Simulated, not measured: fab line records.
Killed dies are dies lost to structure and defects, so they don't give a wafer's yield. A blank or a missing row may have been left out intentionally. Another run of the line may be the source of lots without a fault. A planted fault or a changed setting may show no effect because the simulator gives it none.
fab line records	flow n5_finfet
[record] lots = 5	wafers = 14	last_day = 20
route steps=1938 shown MOL_CONTACT_COAG@601 PASSIVATION@1936
lots that met no fault: from a run of the same line without faults
start_h: hours from the record's opening day to when the first of the lot's shown wafers began	wait_h: time in hours since the lot's previous step	" identical to the entry in the row above	L1.1+2: a single row standing in for several wafers	- value missing, or start not given	* or withheld: withheld	< > ~ a bound
route shown NAME@n: a module of which the file shows steps, and the number in the route of the first	usual: mean and standard deviation over wafers with no fault	same: alike in all rows	chamber/n: place in a boat	sites: readings site by site	_std_site: standard deviation of those values	_edge_site: mean of outer sites minus mean of inner sites	radius_mm: how far each site lies from the wafer's centre	mask NAME#n: copy n	behind: the last tool/chamber to shape the wafer	hold: cause of the lot's hold/its duration in hours/its outcome	device: the n, p or np transistor that did not switch	end of line: at the end of the route, the tests of the same wafers	a step without rows: its recipe alone	killed: the dies lost at the first sort to structure and to defects; this is not the yield of the wafer	map: per-die view of a wafer (x killed, . not killed, _ where there is no die)
set.NAME: the setting as run; set.NAME@STEP: as run at that earlier step	model.NAME: the simulator's own value behind a step, which no gauge read
lots at selected steps of the route; one table per step, one row per wafer
services: from which hour (start_h, from the record's first day; less than 0 if before it) a tool's chamber was out of use, for how many hours, and why
[[steps]]
[step N5_MOL_CONTACT_COAG_DEVELOP_39]
[recipe] develop_time_s = 30	developer = TMAH	resist = CAR-EUV	rinse_liquid = surfactant_rinse	dry = air_spin	dev_temp_c = 23
[step N5_MOL_CONTACT_COAG_CD_MEAS_40]
[recipe] target_cd_nm = 25.1	landing_energy_ev = 500	detector = se_inlens	polarity = opening
[usual] cd_nm = 25.10/0.22
lot.wafer	tool	chamber	start_h	wait_h	cd_nm
L298.2	cd_sem-02	0	107.80	-	25.15
L298.3	"	0	"	"	25.17
L298.6	"	0	"	"	24.94
L308.2	cd_sem-01	0	175.00	-	25.09
L308.6	"	0	"	"	24.98
L313.2	cd_sem-03	0	197.77	-	25.26
L313.3	"	0	"	"	25.23
L313.4	"	0	"	"	25.47
L315.1	cd_sem-01	0	209.88	-	25.16
L315.3	"	0	"	"	25.02
L315.6	"	0	"	"	24.77
L320.3	cd_sem-02	0	256.60	-	24.78
L320.4	"	0	"	"	25.02
L320.6	"	0	"	"	25.07
[step N5_MOL_CONTACT_COAG_OVL_MEAS_41]
[recipe] points_per_wafer = 522
[usual] VD_OVL = -0.2/0.72
lot.wafer	tool	chamber	start_h	wait_h	VD_OVL[nm]
L298.2	overlay-01	0	107.83	0.0	-1.2
L298.3	"	0	"	"	-0.8
L298.6	"	0	"	"	-1.3
L308.2	overlay-01	0	175.03	0.0	0.4
L308.6	"	0	"	"	1.0
L313.2	overlay-01	0	197.81	0.0	-1.1
L313.3	"	0	"	"	-0.2
L313.4	"	0	"	"	-0.5
L315.1	overlay-01	0	209.91	0.0	0.5
L315.3	"	0	"	"	0.4
L315.6	"	0	"	"	0.7
L320.3	overlay-02	0	256.64	0.0	0.1
L320.4	"	0	"	"	0.8
L320.6	"	0	"	"	0.7
[step N5_MOL_CONTACT_COAG_INSPECT_42]
[recipe] mode = adi	inspect_instrument = brightfield
[usual] raw_defect_count = 195/56
lot.wafer	tool	chamber	start_h	wait_h	raw_defect_count
L298.2	defect_inspect-01	-	107.89	0.0	180
L298.3	"	-	"	"	236
L298.6	"	-	"	"	275
L308.2	defect_inspect-01	-	175.08	0.0	143
L308.6	"	-	"	"	129
L313.2	defect_inspect-01	-	197.86	0.0	159
L313.3	"	-	"	"	168
L313.4	"	-	"	"	160
L315.1	defect_inspect-01	-	209.97	0.1	293
L315.3	"	-	"	"	172
L315.6	"	-	"	"	150
L320.3	defect_inspect-01	-	256.69	0.0	167
L320.4	"	-	"	"	194
L320.6	"	-	"	"	201
[step N5_MOL_CONTACT_COAG_DESCUM_45]
[recipe] chemistry = O2	time_s = 7	source_power_w = 50	bias_power_w = 20	pressure_mtorr = 20	rf_frequency_hz = 2.712e+07	temp_c = 40	resist = CAR-EUV	o2_flow_sccm = 225
[usual] drypump_motor_current_A = 5.6/0.53	oes_product_au = 0.84/0.094	rf_vpp_V = 243.6/1.6	showerhead_plenum_p_Torr = 2.13/0.088	throttle_valve_pct = 20.35/0.18
lot.wafer	tool	chamber	start_h	wait_h	drypump_motor_current_A	oes_product_au	rf_hours_counter_h	rf_vpp_V	showerhead_plenum_p_Torr	throttle_valve_pct
L298.2	rie_diel-04	2	107.92	0.0	6.1	0.84	69	244.5	2.13	20.23
L298.3	"	0	"	"	5.3	0.94	14	243.0	2.05	20.24
L298.6	"	0	"	"	5.3	0.94	-	242.8	2.05	20.27
L308.2	rie_diel-01	1	175.12	0.0	5.1	0.89	34	246.1	2.22	20.35
L308.6	"	1	"	"	5.1	0.89	-	246.7	2.22	20.33
L313.2	rie_diel-04	1	197.89	0.0	5.0	0.87	31	245.1	2.23	20.12
L313.3	"	0	"	"	5.4	0.87	46	242.3	2.04	20.30
L313.4	"	1	"	"	5.0	0.87	-	246.2	2.23	20.12
L315.1	rie_diel-04	0	210.00	0.0	5.3	0.87	51	242.3	2.04	20.31
L315.3	"	2	"	"	6.1	0.80	103	242.8	2.12	20.30
L315.6	"	0	"	"	5.3	0.86	-	240.8	2.04	20.33
L320.3	rie_diel-04	2	256.92	0.2	6.1	0.78	120	243.1	2.11	20.30
L320.4	"	0	"	"	5.3	0.84	67	241.4	2.03	20.33
L320.6	"	0	"	"	5.3	0.84	-	241.8	2.03	20.33
[step N5_MOL_CONTACT_COAG_ETCH_65]
[recipe] chemistry = N2/H2	target = underlayer	target_depth_a = 130	mask_material = CAR-EUV	time_s = 10.4	ion_energy_ev = 200	pressure_mtorr = 30	source_w = 840	bias_w = 150	n2_flow_sccm = 200	h2_flow_sccm = 200	ends = cleared
[usual] bias_w = 150.0/0.42	drypump_motor_current_A = 5.6/0.53	etch_rf_on_time_s = 10.34/0.13	oes_product_au = 0.71/0.08	rf_vpp_V = 524.8/3	showerhead_plenum_p_Torr = 2.58/0.11	throttle_valve_pct = 17.79/0.21
lot.wafer	tool	chamber	start_h	wait_h	bias_w	drypump_motor_current_A	etch_rf_on_time_s	oes_product_au	rf_hours_counter_h	rf_vpp_V	showerhead_plenum_p_Torr	throttle_valve_pct
L298.2	rie_diel-04	2	107.96	0.0	149.4	6.1	10.34	0.70	69	522.4	2.57	17.54
L298.3	"	0	"	"	150.6	5.4	10.45	0.80	14	521.9	2.50	17.66
L298.6	"	0	"	"	150.1	5.3	10.49	0.79	-	523.8	2.50	17.69
L308.2	rie_diel-01	1	175.15	0.0	149.8	5.1	10.20	0.76	34	527.1	2.70	17.76
L308.6	"	1	"	"	150.3	5.1	10.14	0.75	-	529.2	2.70	17.77
L313.2	rie_diel-04	1	197.93	0.0	149.6	5.0	10.41	0.75	31	526.7	2.71	17.65
L313.3	"	0	"	"	150.1	5.3	10.37	0.76	46	521.0	2.48	17.74
L313.4	"	1	"	"	149.9	5.0	10.37	0.74	-	528.0	2.71	17.64
L315.1	rie_diel-04	0	210.04	0.0	149.8	5.4	10.35	0.76	51	522.9	2.48	17.74
L315.3	"	2	"	"	149.4	6.1	10.23	0.68	103	524.1	2.56	17.61
L315.6	"	0	"	"	150.7	5.3	10.52	0.73	-	521.7	2.48	17.74
L320.3	rie_diel-04	2	256.96	0.0	150.2	6.1	10.30	0.66	120	524.0	2.55	17.66
L320.4	"	0	"	"	150.2	5.3	10.50	0.72	67	522.2	2.48	17.77
L320.6	"	0	"	"	150.3	5.3	10.49	0.72	-	520.8	2.48	17.75
[step N5_MOL_CONTACT_COAG_ETCH_66]
[recipe] chemistry = CF4	target = SiARC	target_depth_a = 130	mask_material = CAR-EUV	time_s = 21.7	ion_energy_ev = 80	pressure_mtorr = 40	source_w = 545	bias_w = 36	Ar_flow_sccm = 100	cf4_flow_sccm = 100	ends = cleared
[usual] bias_w = 36.00/0.11	cf4_flow_sccm = 99.99/0.3	drypump_motor_current_A = 5.6/0.52	etch_rf_on_time_s = 21.5/0.32	oes_product_au = 0.72/0.08	rf_vpp_V = 184.4/1.3	showerhead_plenum_p_Torr = 2.17/0.083	throttle_valve_pct = 15.53/0.21
lot.wafer	tool	chamber	start_h	wait_h	bias_w	cf4_flow_sccm	drypump_motor_current_A	etch_rf_on_time_s	oes_product_au	rf_hours_counter_h	rf_vpp_V	showerhead_plenum_p_Torr	throttle_valve_pct
L298.2	rie_diel-04	2	107.97	0.0	35.92	100.24	6.1	21.3	0.71	69	182.2	2.17	15.33
L298.3	"	0	"	"	36.01	99.88	5.3	21.8	0.80	14	185.5	2.11	15.38
L298.6	"	0	"	"	36.16	100.21	5.3	22.1	0.79	-	184.2	2.10	15.41
L308.2	rie_diel-01	1	175.17	0.0	35.95	99.77	5.1	21.5	0.76	34	186.5	2.27	15.50
L308.6	"	1	"	"	35.88	99.64	5.1	21.4	0.76	-	185.5	2.27	15.51
L313.2	rie_diel-04	1	197.95	0.0	35.99	100.19	5.0	21.7	0.75	31	186.6	2.26	15.21
L313.3	"	0	"	"	35.78	99.99	5.3	22.0	0.74	46	183.0	2.10	15.43
L313.4	"	1	"	"	36.10	100.16	5.0	21.7	0.75	-	186.8	2.26	15.23
L315.1	rie_diel-04	0	210.06	0.0	36.13	99.77	5.3	21.7	0.75	51	183.9	2.09	15.47
L315.3	"	2	"	"	36.03	100.27	6.1	21.2	0.68	103	184.2	2.16	15.42
L315.6	"	0	"	"	36.03	100.03	5.3	21.6	0.74	-	183.7	2.09	15.46
L320.3	rie_diel-04	2	256.98	0.0	36.16	99.71	6.1	21.5	0.66	120	184.4	2.15	15.44
L320.4	"	0	"	"	35.86	99.82	5.3	22.2	0.72	67	185.1	2.09	15.50
L320.6	"	0	"	"	35.95	100.04	5.3	22.1	0.72	-	182.6	2.09	15.49
[step N5_MOL_CONTACT_COAG_ALD_133]
[recipe] material = SiO2	target_thk_a = 50	temp_c = 100	ald_precursor_family = BDEAS	ald_co_reactant = O2-plasma	pulse_time_s = 1	co_reactant_pulse_time_s = 1	purge_time_s = 2	co_reactant_purge_time_s = 2	ald_cycles = 35	pressure_torr = 2
[usual] heater_power_w = 78/9.4	precursor_pulse_height_rel = 0.999/0.02
[same] co_reactant_pulse_time_s = 1	co_reactant_purge_time_s = 2	purge_time_s = 2
lot.wafer	tool	chamber	start_h	wait_h	heater_power_w	precursor_pulse_height_rel
L298.2	ald_sin-02	3	108.05	0.1	75	0.991
L298.3	"	1	"	"	75	1.009
L298.6	"	3	"	"	78	0.987
L308.2	ald_sin-04	3	175.25	0.1	85	1.023
L308.6	"	0	"	"	67	0.994
L313.2	ald_sin-02	3	198.03	0.1	74	1.020
L313.3	"	1	"	"	72	1.001
L313.4	"	0	"	"	66	0.998
L315.1	ald_sin-04	3	210.14	0.1	84	1.000
L315.3	"	1	"	"	83	1.023
L315.6	"	3	"	"	83	0.962
L320.3	ald_sin-01	1	257.32	0.3	70	1.012
L320.4	"	0	"	"	74	0.999
L320.6	"	1	"	"	68	0.962
[step N5_MOL_CONTACT_COAG_ETCHBACK_134]
[recipe] chemistry = CHF3	target = SiO2	target_depth_a = 100	time_s = 6.7	ion_energy_ev = 200	pressure_mtorr = 30	source_w = 610	bias_w = 170	Ar_flow_sccm = 200	CHF3_flow_sccm = 50
[step N5_MOL_CONTACT_COAG_ETCH_67]
[recipe] chemistry = N2/H2	target = SOC	target_depth_a = 600	overetch_a = 210	mask_material = SiARC	temp_c = 40	time_s = 101.2	ion_energy_ev = 200	pressure_mtorr = 30	source_w = 840	bias_w = 150	n2_flow_sccm = 200	h2_flow_sccm = 200
[usual] bias_w = 150.0/0.45	drypump_motor_current_A = 5.6/0.53	oes_product_au = 0.70/0.071	rf_vpp_V = 524.9/3	showerhead_plenum_p_Torr = 2.58/0.11	throttle_valve_pct = 17.75/0.2
lot.wafer	tool	chamber	start_h	wait_h	bias_w	drypump_motor_current_A	oes_product_au	rf_hours_counter_h	rf_vpp_V	showerhead_plenum_p_Torr	throttle_valve_pct
L298.2	rie_diel-03	2	108.27	0.0	149.4	5.3	0.62	179	522.4	2.43	18.00
L298.3	"	1	"	"	150.6	6.5	0.75	30	528.6	2.71	17.77
L298.6	"	1	"	"	151.2	6.5	0.75	-	527.9	2.71	17.76
L308.2	rie_diel-04	0	175.56	0.0	150.1	5.3	0.75	35	521.9	2.49	17.67
L308.6	"	0	"	"	149.6	5.3	0.75	-	521.7	2.49	17.69
L313.2	rie_diel-03	2	198.24	0.0	150.0	5.3	0.60	212	521.1	2.42	18.05
L313.3	"	1	"	"	150.2	6.5	0.70	69	527.1	2.70	17.83
L313.4	"	2	"	"	150.1	5.3	0.61	-	520.2	2.42	18.06
L315.1	rie_diel-03	3	210.52	0.0	150.1	4.9	0.59	211	524.5	2.62	18.20
L315.3	"	2	"	"	150.5	5.3	0.60	217	520.4	2.42	18.07
L315.6	"	1	"	"	149.4	6.5	0.69	-	527.8	2.69	17.85
L320.3	rie_diel-04	0	257.54	0.0	149.4	5.3	0.71	67	522.1	2.47	17.73
L320.4	"	2	"	"	150.0	6.1	0.64	120	522.3	2.55	17.60
L320.6	"	0	"	"	150.0	5.3	0.72	-	522.3	2.48	17.73
[step N5_MOL_CONTACT_COAG_STRIP_68]
[recipe] chemistry = N2/H2	temp_c = 40	n2_flow_sccm = 200	h2_flow_sccm = 200	rf_frequency_hz = 6e+07
[step N5_MOL_CONTACT_COAG_STRIP_69]
[recipe] chemistry = N2/H2	temp_c = 40	n2_flow_sccm = 200	h2_flow_sccm = 200	rf_frequency_hz = 6e+07
[step N5_MOL_CONTACT_COAG_ETCHBACK_136]
[recipe] chemistry = CHF3	target = SiO2	target_depth_a = 250	time_s = 16.7	ion_energy_ev = 200	pressure_mtorr = 30	source_w = 610	bias_w = 170	Ar_flow_sccm = 200	CHF3_flow_sccm = 50
[usual] bias_w = 170.0/0.53	drypump_motor_current_A = 5.6/0.53	oes_product_au = 0.84/0.089	rf_vpp_V = 526/6	showerhead_plenum_p_Torr = 2.41/0.094	throttle_valve_pct = 18.64/0.2
lot.wafer	tool	chamber	start_h	wait_h	bias_w	drypump_motor_current_A	oes_product_au	rf_hours_counter_h	rf_vpp_V	showerhead_plenum_p_Torr	throttle_valve_pct	model.SOC_of_MOL_CONTACT_COAG_COAT_62.thk_nm
L298.2	rie_diel-03	2	108.36	0.0	170.4	5.3	0.74	179	520	2.28	18.83	57.4
L298.3	"	1	"	"	170.4	6.5	0.91	30	530	2.52	18.60	57.4
L298.6	"	1	"	"	170.7	6.5	0.90	-	530	2.52	18.61	57.2
L308.2	rie_diel-04	0	175.65	0.0	169.7	5.3	0.88	35	537	2.33	18.60	57
L308.6	"	0	"	"	169.6	5.3	0.89	-	536	2.33	18.59	57
L313.2	rie_diel-03	2	198.33	0.0	170.2	5.3	0.72	212	519	2.27	18.89	57
L313.3	"	1	"	"	168.9	6.5	0.85	69	529	2.51	18.66	57
L313.4	"	2	"	"	169.7	5.3	0.71	-	519	2.27	18.88	57
L315.1	rie_diel-03	3	210.61	0.0	170.2	4.8	0.71	211	527	2.45	19.01	57.2
L315.3	"	2	"	"	170.2	5.3	0.72	217	518	2.27	18.90	57.2
L315.6	"	1	"	"	170.4	6.5	0.84	-	530	2.51	18.68	56.8
L320.3	rie_diel-04	0	257.63	0.0	170.2	5.3	0.85	67	536	2.32	18.63	57.4
L320.4	"	2	"	"	170.1	6.1	0.77	120	518	2.39	18.54	57.4
L320.6	"	0	"	"	169.3	5.3	0.84	-	536	2.32	18.67	57.4
[step N5_MOL_CONTACT_COAG_STRIP_120]
[recipe] chemistry = CHF3	resist = SiARC	rf_frequency_hz = 6e+07
[step N5_MOL_CONTACT_COAG_VIA_ETCH_117]
[recipe] chemistry = C4F6/O2	target_depth_a = 400	overetch_a = 80	mask_material = SOC	target = SiO2	bias_w = 455	pressure_mtorr = 10	time_s = 26	source_w = 325	Ar_flow_sccm = 300	C4F6_flow_sccm = 10	O2_flow_sccm = 10	ion_energy_ev = 575.3	ends = end_point
[usual] C4F6_flow_sccm = 10.001/0.029	bias_w = 455.2/1.4	drypump_motor_current_A = 5.6/0.52	oes_product_au = 0.75/0.074	rf_vpp_V = 1592/17	showerhead_plenum_p_Torr = 2.88/0.11	throttle_valve_pct = 41.07/0.27
lot.wafer	tool	chamber	start_h	wait_h	C4F6_flow_sccm	bias_w	drypump_motor_current_A	oes_product_au	rf_hours_counter_h	rf_vpp_V	showerhead_plenum_p_Torr	throttle_valve_pct	model.MOL_CONTACT_COAG.feature_depth_nm	model.etch.depth_nm	model.SOC_of_MOL_CONTACT_COAG_COAT_62.thk_nm
L298.2	rie_diel-03	2	108.40	0.0	10.061	457.4	5.3	0.66	179	1573	2.73	41.24	40.4	40.4	51.8
L298.3	"	1	"	"	10.014	456.0	6.5	0.80	30	1606	3.01	41.03	39.6	39.66	51.6
L298.6	"	1	"	"	9.997	456.6	6.4	0.80	-	1606	3.01	41.02	39.6	39.58	51.4
L308.2	rie_diel-04	0	175.68	0.0	10.028	455.0	5.3	0.77	35	1624	2.79	41.23	38	38.04	51.2
L308.6	"	0	"	"	10.011	456.2	5.3	0.80	-	1622	2.79	41.27	40	39.99	51.2
L313.2	rie_diel-03	2	198.36	0.0	10.007	456.7	5.3	0.65	212	1572	2.71	41.25	40.2	40.13	51.4
L313.3	"	1	"	"	9.990	455.7	6.5	0.74	69	1604	2.99	41.05	39.4	39.46	51.2
L313.4	"	2	"	"	9.976	456.1	5.3	0.65	-	1572	2.71	41.25	40.4	40.3	51.4
L315.1	rie_diel-03	3	210.65	0.0	9.997	455.1	4.8	0.65	211	1598	2.93	41.68	40.2	40.11	51.4
L315.3	"	2	"	"	10.017	455.4	5.3	0.65	217	1572	2.71	41.23	40.2	40.26	51.4
L315.6	"	1	"	"	10.005	457.6	6.4	0.74	-	1604	2.99	41.04	39.6	39.54	51
L320.3	rie_diel-04	0	257.66	0.0	10.025	455.4	5.3	0.76	67	1619	2.77	41.31	40.2	40.24	51.8
L320.4	"	2	"	"	9.986	454.3	6.1	0.69	120	1569	2.85	40.88	40	39.97	51.4
L320.6	"	0	"	"	10.068	454.1	5.3	0.76	-	1620	2.77	41.30	40.4	40.33	51.8
[step N5_MOL_CONTACT_COAG_ETCH_124]
[recipe] chemistry = CH3F/O2	target = SiNx	target_depth_a = 65	mask_material = SOC	stop_on = SiOC	over_etch_frac = 0.3	ion_energy_ev = 120	pressure_mtorr = 30	source_w = 395	bias_w = 73	Ar_flow_sccm = 150	CH3F_flow_sccm = 30	O2_flow_sccm = 20	ends = end_point
[step N5_PASSIVATION_PROBE_49]
[usual] killed_at_M0_to_M3 = 36/11	killed_at_M4_up = 14/5.6	killed_at_contacts = 11/5.6	killed_at_front_end = 40/12	killed_at_other = 4/3.2	killed_dies = 105/17	killed_open = 69/12	killed_short = 34/8.4
[same] gross_dies = 1180	killed_at_back_side = 0
lot.wafer	tool	chamber	start_h	wait_h	killed_at_M0_to_M3	killed_at_M4_up	killed_at_contacts	killed_at_front_end	killed_at_other	killed_dies	killed_open	killed_short
L308.2	prober-01	-	383.44	0.1	40	10	7	31	7	95	66	28
L308.6	prober-01	-	383.64	0.3	26	15	5	31	6	83	52	31
L320.3	prober-01	-	468.58	0.1	40	18	9	31	2	100	75	21
L320.4	prober-01	-	468.63	0.2	64	15	4	25	4	112	68	42
L320.6	prober-01	-	468.73	0.3	71	16	16	41	9	153	108	45
// killed by level:class
L308.2 BEOL_M1:geometric_particle:open=10 BEOL_M2:geometric_particle:open=9 FIN_SAQP:geometric_particle:short=8 MOL_CONTACT_COAG:geometric_particle:open=7 BEOL_M0:geometric_particle:open=7 STI_FIN_REVEAL:geometric_particle:open=6 FIN_SAQP:geometric_particle:open=5 BEOL_M0_SAQP:geometric_particle:open=3
L308.6 FIN_SAQP:geometric_particle:short=7 BEOL_M5:geometric_particle:open=6 FIN_SAQP:geometric_particle:open=5 STI_FIN_REVEAL:geometric_particle:open=5 BEOL_M1:geometric_particle:open=5 BEOL_M0_SAQP:geometric_particle:open=4 BEOL_M3:geometric_particle:open=4 BEOL_M1:geometric_particle:short=3
L320.3 BEOL_M0_SAQP:geometric_particle:open=11 FIN_SAQP:geometric_particle:open=8 MOL_CONTACT_COAG:geometric_particle:open=8 BEOL_M2:geometric_particle:open=8 BEOL_M4:geometric_particle:open=7 BEOL_M0_SAQP:geometric_particle:short=5 BEOL_M3:geometric_particle:open=5 BEOL_M8:geometric_particle:open=5
L320.4 BEOL_M0_SAQP:geometric_particle:short=15 BEOL_M2:geometric_particle:open=12 BEOL_M0_SAQP:geometric_particle:open=9 BEOL_M3:geometric_particle:open=8 STI_FIN_REVEAL:geometric_particle:open=5 BEOL_M1:geometric_particle:open=5 BEOL_M4:geometric_particle:open=5 FIN_SAQP:geometric_particle:open=4
L320.6 BEOL_M2:geometric_particle:open=15 MOL_CONTACT_COAG:geometric_particle:open=14 BEOL_M3:geometric_particle:open=14 BEOL_M0_SAQP:geometric_particle:short=12 BEOL_M0_SAQP:geometric_particle:open=11 FIN_SAQP:geometric_particle:open=9 BEOL_M1:geometric_particle:open=9 FIN_SAQP:geometric_particle:short=6
[[services]]
tool	chamber	start_h	hours	kind
rie_diel-04	1	92.78	-	clean
rie_diel-04	1	92.78	-	consumable_replace:focus_ring
rie_diel-04	1	92.78	-	consumable_replace:showerhead
rie_diel-04	1	92.78	18.6	scheduled_down
rie_diel-04	1	92.78	18.6	vent_cycle
ald_sin-01	2	93.51	33.4	repair
ald_sin-02	-	97.52	6.0	pm
rie_diel-04	3	103.26	4.3	repair
rie_diel-01	-	129.43	10.9	repair
ald_sin-01	0	131.12	7.1	repair
rie_diel-04	3	138.33	9.4	repair
rie_diel-01	2	143.52	8.2	repair
rie_diel-03	0	165.44	-	clean
rie_diel-03	0	165.44	-	consumable_replace:focus_ring
rie_diel-03	0	165.44	20.8	scheduled_down
rie_diel-03	0	165.44	20.8	vent_cycle
ald_sin-02	-	177.90	14.0	pm
rie_diel-04	3	182.81	-	clean
rie_diel-04	3	182.81	-	consumable_replace:focus_ring
rie_diel-04	3	182.81	-	consumable_replace:showerhead
rie_diel-04	3	182.81	17.6	scheduled_down
rie_diel-04	3	182.81	17.6	vent_cycle
ald_sin-01	2	236.07	3.2	repair
ald_sin-02	-	247.15	6.1	pm
[[key]]
first_sign none at tools or gauges
[model_effect] step = N5_MOL_CONTACT_COAG_ETCHBACK_136	value = SOC_of_MOL_CONTACT_COAG_COAT_62.thk_nm	without = 57.4	struck = 57
[model_effect] step = N5_MOL_CONTACT_COAG_VIA_ETCH_117	value = MOL_CONTACT_COAG.feature_depth_nm	without = 40.2	struck = 38
met_at N5_MOL_CONTACT_COAG_ETCHBACK_136
struck_wafers L308.2
tester_left_out L308
[fault] kind = process_parameter_drift	tool = rie_diel-04	chamber = -	onset_h = 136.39	steps = N5_MOL_CONTACT_COAG_ETCHBACK_136	channel = target_depth_a	offset = 21.279	shape = step	end_h = 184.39	scope = struck_wafers_only	acts_in = these_recipes_only	stated = 250
// tester_left_out: of these lots the tester's yield and bins aren't shown, on N5 and GAA mostly nor the transistor test; their killed dies are dies lost to structure and defects alone, not to doping, threshold or leakage, so they don't give the yield
